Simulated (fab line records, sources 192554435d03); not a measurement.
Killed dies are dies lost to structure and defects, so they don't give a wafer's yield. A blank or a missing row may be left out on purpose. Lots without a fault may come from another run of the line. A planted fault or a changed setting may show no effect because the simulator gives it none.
Chamber matching | flow n5_finfet | N5_FIN_CUT_CUT_ETCH_28 on rie_si-02: 4 sister chambers
The step etches Si in HBr/Cl2/O2, target depth 6 nm, time 2.4 s. 16 wafers are shown with their chamber, then 8 later ones without.

WAFERS WITH THEIR CHAMBER
wafer  | chamber | drypump_motor_current_A (A) | throttle_valve_pct (%) | oes_product_au (a.u.)
L078.1 | 3       | 6.0                         | 37.29                  | 0.969
L078.4 | 1       | 6.2                         | 37.23                  | 1.005
L078.6 | 3       | 6.0                         | 37.30                  | 0.968
L082.1 | 3       | 6.1                         | 37.28                  | 0.973
L082.5 | 3       | 6.0                         | 37.29                  | 0.967
L082.6 | 0       | 6.3                         | 36.88                  | 1.013
L084.2 | 3       | 6.0                         | 37.30                  | 0.974
L084.3 | 0       | 6.3                         | 36.89                  | 1.023
L084.5 | 1       | 6.2                         | 37.23                  | 0.997
L087.4 | 2       | 5.3                         | 36.96                  | 1.004
L087.5 | 3       | 6.0                         | 37.30                  | 0.965
L087.6 | 0       | 6.3                         | 36.90                  | 1.007
L091.2 | 3       | 6.0                         | 37.29                  | 0.972
L091.3 | 0       | 6.3                         | 36.88                  | 1.011
L091.4 | 2       | 5.3                         | 36.96                  | 1.006
L092.2 | 1       | 6.2                         | 37.24                  | 1.013

SIGNATURES (means of the wafers above)
reading                 | chamber 0 | chamber 1 | chamber 2 | chamber 3 | scatter within a chamber
drypump_motor_current_A | 6.300     | 6.200     | 5.300     | 6.014     | 0.0267
throttle_valve_pct      | 36.8875   | 37.2333   | 36.9600   | 37.2929   | 0.00755
oes_product_au          | 1.01350   | 1.00500   | 1.00500   | 0.96971   | 0.00529
Rule: a wafer's distance from a chamber is the root of the sum, over the readings, of the square of ((its reading less the chamber's mean) divided by the reading's scatter). The wafer belongs to the nearest chamber; if the next one is less than 2 further off, it can't be placed. The scatter: the root of (the sum of the squares of (reading less its chamber's mean) over the shown wafers, divided by (wafers less chambers)).

WAFERS WITHOUT THEIR CHAMBER
wafer  | drypump_motor_current_A (A) | throttle_valve_pct (%) | oes_product_au (a.u.)
L092.4 | 6.3                         | 36.87                  | 1.019
L092.5 | 6.0                         | 37.31                  | 0.969
L095.1 | 6.1                         | 37.24                  | 0.993
L095.3 | 6.0                         | 37.30                  | 0.973
L095.6 | 6.3                         | 36.89                  | 1.022
L096.2 | 6.3                         | 36.89                  | 1.008
L096.4 | 6.0                         | 37.30                  | 0.976
L096.6 | 6.1                         | 37.24                  | 1.004

WHICH CHAMBER EACH WENT THROUGH
wafer  | from the rows above | in truth
L092.4 | 0                   | 0
L092.5 | 3                   | 3
L095.1 | 1                   | 1
L095.3 | 3                   | 3
L095.6 | 0                   | 0
L096.2 | 0                   | 0
L096.4 | 3                   | 3
L096.6 | 1                   | 1
Placed correctly: 8 of 8. Can't be placed from these rows: 0. Placed wrongly: 0.
